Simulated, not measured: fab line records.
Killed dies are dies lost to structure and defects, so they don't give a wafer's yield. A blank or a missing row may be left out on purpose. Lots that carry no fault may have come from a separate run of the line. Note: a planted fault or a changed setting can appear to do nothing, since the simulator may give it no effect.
Chamber matching || flow nand harc || NHARC_A_CONTACT_ETCH_75 on rie diel-04: 4 sister chambers
The step etches the open film in CF4, target depth 39 nm, time 65 s. 4 wafers are shown with their chamber, then 12 later ones without.

WAFERS WITH THEIR CHAMBER
{"wafer": "L089.1", "chamber": 1, "showerhead plenum p Torr (Torr)": 1.79}
{"wafer": "L087.4", "chamber": 2, "showerhead plenum p Torr (Torr)": 1.67}
{"wafer": "L090.2", "chamber": 3, "showerhead plenum p Torr (Torr)": 1.81}
{"wafer": "L090.5", "chamber": 0, "showerhead plenum p Torr (Torr)": 1.71}

WAFERS WITHOUT THEIR CHAMBER
{"wafer": "L093.4", "showerhead plenum p Torr (Torr)": 1.81}
{"wafer": "L093.5", "showerhead plenum p Torr (Torr)": 1.79}
{"wafer": "L093.6", "showerhead plenum p Torr (Torr)": 1.70}
{"wafer": "L092.4", "showerhead plenum p Torr (Torr)": 1.81}
{"wafer": "L092.5", "showerhead plenum p Torr (Torr)": 1.81}
{"wafer": "L092.6", "showerhead plenum p Torr (Torr)": 1.66}
{"wafer": "L094.1", "showerhead plenum p Torr (Torr)": 1.81}
{"wafer": "L094.2", "showerhead plenum p Torr (Torr)": 1.66}
{"wafer": "L094.4", "showerhead plenum p Torr (Torr)": 1.70}
{"wafer": "L096.2", "showerhead plenum p Torr (Torr)": 1.66}
{"wafer": "L096.3", "showerhead plenum p Torr (Torr)": 1.70}
{"wafer": "L096.5", "showerhead plenum p Torr (Torr)": 1.70}

WHICH CHAMBER EACH WENT THROUGH
{"wafer": "L093.4", "from the rows above": 3, "in truth": 3}
{"wafer": "L093.5", "from the rows above": 1, "in truth": 1}
{"wafer": "L093.6", "from the rows above": 0, "in truth": 0}
{"wafer": "L092.4", "from the rows above": 3, "in truth": 3}
{"wafer": "L092.5", "from the rows above": 3, "in truth": 3}
{"wafer": "L092.6", "from the rows above": 2, "in truth": 2}
{"wafer": "L094.1", "from the rows above": 3, "in truth": 3}
{"wafer": "L094.2", "from the rows above": 2, "in truth": 2}
{"wafer": "L094.4", "from the rows above": 0, "in truth": 0}
{"wafer": "L096.2", "from the rows above": 2, "in truth": 2}
{"wafer": "L096.3", "from the rows above": 0, "in truth": 0}
{"wafer": "L096.5", "from the rows above": 0, "in truth": 0}
Correctly placed: 12 of 12. Number that these rows cannot place: 0. Number placed wrongly: 0.
How it was worked out, from the rows above alone: a wafer's distance from a chamber is the root of the sum, over the readings, of the square of ((its reading less the chamber's mean) divided by the reading's scatter). If the next closest chamber is less than 2 further off than the closest, the wafer can't be placed; otherwise it belongs to the closest. Each chamber's mean is taken over the wafers shown for it. The scatter: root of mean squared gap, hidden wafer to nearest shown wafer, with one shown wafer a chamber.
